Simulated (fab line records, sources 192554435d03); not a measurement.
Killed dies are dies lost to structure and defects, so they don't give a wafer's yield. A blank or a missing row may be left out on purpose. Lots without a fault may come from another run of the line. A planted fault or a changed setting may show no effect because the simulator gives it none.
Which tool did it? | flow n5_finfet | 21 lots, 63 wafers sampled, at 5 steps of a route of 1938

WHAT THE GAUGES READ, wafer by wafer
N5_BEOL_M3_INSPECT_59: inspects for defects (darkfield). Usual: raw_defect_count 81, standard deviation 25.
lot  | measured     | on                | raw_defect_count | flag
L074 | day 7 22:23  | defect_inspect-02 | 73 95 63         |
L075 | day 8 03:22  | defect_inspect-02 | 81 61 93         |
L076 | day 8 15:57  | defect_inspect-02 | 66 78 77         |
L079 | day 8 23:52  | defect_inspect-02 | 80 78 70         |
L080 | day 10 03:56 | defect_inspect-02 | 84 102 94        |
L081 | day 10 07:29 | defect_inspect-01 | 114 77 119       |
L082 | day 10 23:46 | defect_inspect-01 | 80 140 78        |
L083 | day 11 21:30 | defect_inspect-01 | 58 54 64         |
L084 | day 12 09:48 | defect_inspect-01 | 78 56 92         |
L085 | day 12 14:33 | defect_inspect-02 | 39 77 96         |
L086 | day 12 16:10 | defect_inspect-01 | 56 80 67         |
L089 | day 12 19:05 | defect_inspect-01 | 76 63 49         |
L088 | day 12 19:43 | defect_inspect-01 | 141 110 78       |
L087 | day 12 23:22 | defect_inspect-01 | 74 83 67         |
L090 | day 13 04:03 | defect_inspect-01 | 85 67 63         |
L092 | day 13 06:08 | defect_inspect-01 | 129 162 112      |
L091 | day 13 08:03 | defect_inspect-01 | 56 76 126        |
L093 | day 13 10:38 | defect_inspect-01 | 97 117 89        |
L094 | day 13 12:21 | defect_inspect-01 | 96 88 114        |
L095 | day 13 13:29 | defect_inspect-01 | 62 70 55         |
L097 | day 14 19:49 | defect_inspect-02 | 87 77 60         |

N5_BEOL_M4_INSPECT_30: inspects for defects (brightfield). Usual: raw_defect_count 425, standard deviation 110.
lot  | measured     | on                | raw_defect_count | flag
L074 | day 8 00:56  | defect_inspect-02 | 283 315 280      |
L075 | day 8 05:52  | defect_inspect-02 | 511 302 390      |
L076 | day 8 17:47  | defect_inspect-02 | 446 457 416      |
L079 | day 9 01:39  | defect_inspect-02 | 344 364 447      |
L080 | day 10 08:05 | defect_inspect-01 | 322 434 388      |
L081 | day 10 09:17 | defect_inspect-01 | 333 358 459      |
L082 | day 11 01:53 | defect_inspect-01 | 329 454 506      |
L083 | day 11 23:20 | defect_inspect-02 | 426 347 479      |
L084 | day 12 13:44 | defect_inspect-01 | 420 353 442      |
L085 | day 12 16:48 | defect_inspect-01 | 737 478 816      |
L086 | day 12 19:55 | defect_inspect-01 | 406 529 373      |
L089 | day 12 20:58 | defect_inspect-01 | 313 307 280      |
L088 | day 12 21:42 | defect_inspect-01 | 570 474 449      |
L087 | day 13 01:53 | defect_inspect-01 | 397 357 434      |
L090 | day 13 07:35 | defect_inspect-01 | 417 307 309      |
L092 | day 13 08:49 | defect_inspect-01 | 576 546 390      |
L091 | day 13 12:44 | defect_inspect-01 | 383 447 676      |
L093 | day 13 13:37 | defect_inspect-01 | 411 475 487      |
L094 | day 13 14:02 | defect_inspect-01 | 495 409 489      |
L095 | day 13 17:06 | defect_inspect-01 | 379 441 589      |
L097 | day 15 01:05 | defect_inspect-02 | 501 541 444      |

WHICH TOOL RAN EACH LOT (tool, then ch and the chambers of the sampled wafers, then the start)
lot  | N5_BEOL_M3_SPUTTER_90        | N5_BEOL_M4_ETCH_63                 | N5_BEOL_M4_STRIP_19
L074 | pvd_sputter-01, day 7 20:37  | rie_diel-06 ch 1,2, day 8 00:01    | rie_diel-04 ch 0,1,2, day 8 00:20
L075 | pvd_sputter-03, day 8 01:38  | rie_diel-06 ch 2,3, day 8 04:55    | rie_diel-01 ch 0,2, day 8 05:16
L076 | pvd_sputter-02, day 8 14:12  | rie_diel-01 ch 0,2, day 8 16:51    | rie_diel-06 ch 1,2, day 8 17:10
L079 | pvd_sputter-01, day 8 22:08  | rie_diel-06 ch 0,1,2, day 9 00:52  | rie_diel-04 ch 0,2,3, day 9 01:10
L080 | pvd_sputter-03, day 10 02:10 | rie_diel-06 ch 1,2,3, day 10 07:11 | rie_diel-06 ch 2,3, day 10 07:29
L081 | pvd_sputter-03, day 10 05:44 | rie_diel-04 ch 0,1,3, day 10 08:22 | rie_diel-04 ch 0,1,3, day 10 08:41
L082 | pvd_sputter-01, day 10 21:49 | rie_diel-06 ch 1,2,3, day 11 00:56 | rie_diel-06 ch 0,1, day 11 01:17
L083 | pvd_sputter-03, day 11 19:46 | rie_diel-04 ch 1,2,3, day 11 22:26 | rie_diel-04 ch 0,3, day 11 22:44
L084 | pvd_sputter-02, day 12 08:04 | rie_diel-06 ch 0,3, day 12 12:52   | rie_diel-01 ch 1,2,3, day 12 13:12
L085 | pvd_sputter-02, day 12 12:48 | rie_diel-04 ch 0,2,3, day 12 15:53 | rie_diel-06 ch 0,1,3, day 12 16:12
L086 | pvd_sputter-03, day 12 14:23 | rie_diel-06 ch 1,2,3, day 12 19:00 | rie_diel-06 ch 2,3, day 12 19:19
L089 | pvd_sputter-02, day 12 17:20 | rie_diel-04 ch 0,2,3, day 12 20:02 | rie_diel-04 ch 0,2, day 12 20:21
L088 | pvd_sputter-01, day 12 17:44 | rie_diel-04 ch 1,3, day 12 20:39   | rie_diel-01 ch 0,1, day 12 21:06
L087 | pvd_sputter-01, day 12 21:24 | rie_diel-04 ch 0,2, day 13 01:01   | rie_diel-01 ch 0,1, day 13 01:24
L090 | pvd_sputter-03, day 13 02:18 | rie_diel-01 ch 1,2, day 13 06:40   | rie_diel-06 ch 0,1, day 13 06:58
L092 | pvd_sputter-02, day 13 04:24 | rie_diel-04 ch 0,1,3, day 13 07:53 | rie_diel-01 ch 0,2,3, day 13 08:13
L091 | pvd_sputter-02, day 13 06:19 | rie_diel-01 ch 0,1,3, day 13 11:56 | rie_diel-01 ch 1,2,3, day 13 12:15
L093 | pvd_sputter-01, day 13 08:47 | rie_diel-01 ch 0,2,3, day 13 12:43 | rie_diel-06 ch 2,3, day 13 13:01
L094 | pvd_sputter-01, day 13 10:37 | rie_diel-06 ch 1,3, day 13 13:07   | rie_diel-01 ch 0,1, day 13 13:26
L095 | pvd_sputter-02, day 13 11:24 | rie_diel-06 ch 1,2, day 13 16:07   | rie_diel-01 ch 0,2, day 13 16:30
L097 | pvd_sputter-02, day 14 17:04 | rie_diel-01 ch 2,3, day 15 00:05   | rie_diel-04 ch 0,1,3, day 15 00:29
- N5_BEOL_M3_SPUTTER_90: material Cu, target thk 4.5 nm, time 8.29 s.
- N5_BEOL_M4_ETCH_63: etches SiARC in CF4, target depth 15.6 nm, time 26 s.
- N5_BEOL_M4_STRIP_19: strips in O2.

WHAT THE TOOLS THEMSELVES READ (means of the sampled wafers that have a number; where no wafer has one, the mark that the record gives instead)
N5_BEOL_M3_SPUTTER_90. Usual: throttle_valve_pct 29.7 %, standard deviation 0.74.
lot  | tool           | throttle_valve_pct (%) | flag
L074 | pvd_sputter-01 | 29.1                   |
L075 | pvd_sputter-03 | 29.7                   |
L076 | pvd_sputter-02 | 29.2                   |
L079 | pvd_sputter-01 | 29.3                   |
L080 | pvd_sputter-03 | 29.7                   |
L081 | pvd_sputter-03 | 29.6                   |
L082 | pvd_sputter-01 | 30.1                   |
L083 | pvd_sputter-03 | 29.5                   |
L084 | pvd_sputter-02 | 29.8                   |
L085 | pvd_sputter-02 | 29.8                   |
L086 | pvd_sputter-03 | 29.4                   |
L089 | pvd_sputter-02 | 29.7                   |
L088 | pvd_sputter-01 | 29.9                   |
L087 | pvd_sputter-01 | 29.4                   |
L090 | pvd_sputter-03 | 29.8                   |
L092 | pvd_sputter-02 | 29.5                   |
L091 | pvd_sputter-02 | 29.7                   |
L093 | pvd_sputter-01 | 29.8                   |
L094 | pvd_sputter-01 | 29.8                   |
L095 | pvd_sputter-02 | 29.4                   |
L097 | pvd_sputter-02 | 30.0                   |

N5_BEOL_M4_ETCH_63. Usual: chamber_pressure_mTorr 40.00 mTorr, standard deviation 0.033; drypump_motor_current_A 5.6 A, standard deviation 0.36; etch_rf_on_time_s 26.0 s, standard deviation 0.5; mfc_ar_sccm 99.98 sccm, standard deviation 0.29; oes_product_au 0.68 a.u., standard deviation 0.073; rf_vpp_V 184.4 V, standard deviation 1.1; showerhead_plenum_p_Torr 2.17 Torr, standard deviation 0.053; throttle_valve_pct 15.5 %, standard deviation 0.32.
lot  | tool        | chamber_pressure_mTorr (mTorr) | drypump_motor_current_A (A) | etch_rf_on_time_s (s) | mfc_ar_sccm (sccm) | oes_product_au (a.u.) | rf_vpp_V (V) | showerhead_plenum_p_Torr (Torr) | throttle_valve_pct (%) | flag
L074 | rie_diel-06 | 40.00                          | 5.6                         | 26.2                  | 100.11             | 0.66                  | 184.1        | 2.17                            | 15.6                   |
L075 | rie_diel-06 | 40.01                          | 5.4                         | 26.4                  | 100.04             | 0.58                  | 184.2        | 2.14                            | 15.6                   |
L076 | rie_diel-01 | 40.02                          | 5.9                         | 26.5                  | 100.40             | 0.74                  | 186.1        | 2.27                            | 15.1                   |
L079 | rie_diel-06 | 39.98                          | 5.5                         | 25.7                  | 99.92              | 0.69                  | 184.7        | 2.18                            | 15.4                   |
L080 | rie_diel-06 | 40.02                          | 5.3                         | 26.2                  | 99.89              | 0.70                  | 183.8        | 2.12                            | 15.5                   |
L081 | rie_diel-04 | 39.97                          | 5.9                         | 25.6                  | 99.60              | 0.72                  | 184.8        | 2.19                            | 15.4                   |
L082 | rie_diel-06 | 39.99                          | 5.4                         | 26.3                  | 100.02             | 0.68                  | 183.9        | 2.12                            | 15.5                   |
L083 | rie_diel-04 | 40.00                          | 5.9                         | 26.0                  | 99.97              | 0.65                  | 183.8        | 2.16                            | 15.7                   |
L084 | rie_diel-06 | 39.99                          | 5.0                         | 26.7                  | 100.20             | 0.63                  | 184.0        | 2.09                            | 15.5                   |
L085 | rie_diel-04 | 39.97                          | 5.8                         | 25.9                  | 100.10             | 0.69                  | 183.8        | 2.16                            | 15.4                   |
L086 | rie_diel-06 | 39.99                          | 5.4                         | 26.1                  | 100.07             | 0.68                  | 184.4        | 2.12                            | 15.5                   |
L089 | rie_diel-04 | 40.00                          | 5.8                         | 26.1                  | 100.12             | 0.69                  | 185.0        | 2.16                            | 15.4                   |
L088 | rie_diel-04 | 40.01                          | 5.7                         | 25.9                  | 99.93              | 0.68                  | 184.4        | 2.19                            | 15.5                   |
L087 | rie_diel-04 | 39.99                          | 6.0                         | 26.2                  | 99.82              | 0.64                  | 184.4        | 2.13                            | 15.6                   |
L090 | rie_diel-01 | 40.02                          | 5.5                         | 26.2                  | 99.89              | 0.62                  | 185.3        | 2.21                            | 15.7                   |
L092 | rie_diel-04 | 40.00                          | 5.9                         | 25.8                  | 99.95              | 0.69                  | 184.5        | 2.19                            | 15.5                   |
L091 | rie_diel-01 | 40.01                          | 5.5                         | 25.9                  | 99.94              | 0.67                  | 185.6        | 2.22                            | 15.5                   |
L093 | rie_diel-01 | 39.99                          | 5.7                         | 25.9                  | 99.90              | 0.70                  | 184.9        | 2.22                            | 15.3                   |
L094 | rie_diel-06 | 40.05                          | 5.4                         | 26.5                  | 99.99              | 0.63                  | 183.6        | 2.10                            | 15.7                   |
L095 | rie_diel-06 | 40.02                          | 5.6                         | 25.6                  | 99.77              | 0.73                  | 184.1        | 2.16                            | 15.3                   |
L097 | rie_diel-01 | 39.99                          | 5.7                         | 26.0                  | 100.10             | 0.67                  | 185.4        | 2.20                            | 15.4                   |

N5_BEOL_M4_STRIP_19. Usual: chamber_pressure_mTorr 29.999 mTorr, standard deviation 0.027; drypump_motor_current_A 5.6 A, standard deviation 0.35; o2_flow_sccm 225.1 sccm, standard deviation 0.68; oes_product_au 0.81 a.u., standard deviation 0.086; rf_vpp_V 3.6 V, standard deviation 0.52; showerhead_plenum_p_Torr 2.14 Torr, standard deviation 0.056; throttle_valve_pct 16.5 %, standard deviation 0.31.
lot  | tool        | chamber_pressure_mTorr (mTorr) | drypump_motor_current_A (A) | o2_flow_sccm (sccm) | oes_product_au (a.u.) | rf_vpp_V (V) | showerhead_plenum_p_Torr (Torr) | throttle_valve_pct (%) | flag
L074 | rie_diel-04 | 30.015                         | 6.0                         | 225.1               | 0.80                  | 4.1          | 2.15                            | 16.7                   |
L075 | rie_diel-01 | 29.998                         | 5.9                         | 225.3               | 0.85                  | 3.4          | 2.22                            | 16.3                   |
L076 | rie_diel-06 | 30.001                         | 5.6                         | 225.1               | 0.72                  | 3.3          | 2.14                            | 16.7                   |
L079 | rie_diel-04 | 29.989                         | 5.8                         | 225.3               | 0.85                  | 3.7          | 2.14                            | 16.5                   |
L080 | rie_diel-06 | 29.987                         | 5.4                         | 225.7               | 0.87                  | 3.9          | 2.09                            | 16.3                   |
L081 | rie_diel-04 | 30.013                         | 5.9                         | 225.0               | 0.84                  | 3.6          | 2.16                            | 16.6                   |
L082 | rie_diel-06 | 30.013                         | 5.5                         | 224.8               | 0.83                  | 3.6          | 2.13                            | 16.6                   |
L083 | rie_diel-04 | 30.011                         | 5.7                         | 224.9               | 0.87                  | 3.5          | 2.16                            | 16.3                   |
L084 | rie_diel-01 | 30.006                         | 5.5                         | 224.9               | 0.78                  | 3.5          | 2.15                            | 16.5                   |
L085 | rie_diel-06 | 29.980                         | 5.2                         | 225.7               | 0.79                  | 4.1          | 2.07                            | 16.5                   |
L086 | rie_diel-06 | 30.018                         | 5.4                         | 225.4               | 0.83                  | 4.0          | 2.08                            | 16.4                   |
L089 | rie_diel-04 | 29.999                         | 6.0                         | 224.8               | 0.76                  | 3.7          | 2.10                            | 16.7                   |
L088 | rie_diel-01 | 29.994                         | 5.7                         | 226.0               | 0.79                  | 3.2          | 2.20                            | 16.5                   |
L087 | rie_diel-01 | 30.015                         | 5.7                         | 224.6               | 0.80                  | 3.9          | 2.20                            | 16.5                   |
L090 | rie_diel-06 | 29.995                         | 5.4                         | 224.8               | 0.81                  | 3.4          | 2.12                            | 16.6                   |
L092 | rie_diel-01 | 30.010                         | 5.7                         | 224.5               | 0.82                  | 3.8          | 2.18                            | 16.4                   |
L091 | rie_diel-01 | 30.014                         | 5.5                         | 224.7               | 0.78                  | 3.3          | 2.15                            | 16.5                   |
L093 | rie_diel-06 | 30.008                         | 5.1                         | 225.8               | 0.74                  | 3.6          | 2.03                            | 16.5                   |
L094 | rie_diel-01 | 30.001                         | 5.7                         | 224.8               | 0.79                  | 4.1          | 2.20                            | 16.5                   |
L095 | rie_diel-01 | 30.005                         | 5.9                         | 225.3               | 0.80                  | 3.9          | 2.21                            | 16.4                   |
L097 | rie_diel-04 | 29.971                         | 6.0                         | 224.7               | 0.80                  | 3.5          | 2.15                            | 16.6                   |

THE ANSWER, worked out from the rows above alone
Rule: a lot is off if the mean of its wafers that have a number lies more than 3 standard deviations from the usual mean. A lot without any number at a reading at which 4 lots or more have one is off too. The other lots that the step has rows for count as sound. The gauges are gone through in route order, then the tools' own readings, and for those a lot's mean is taken as printed above. The first step at which some lot is off is used, and at that step the reading that is off furthest; a lot without a number counts as furthest.
No lot is off at any reading shown: from this, nothing can be told.

WHAT THE SIMULATOR HAD PUT IN
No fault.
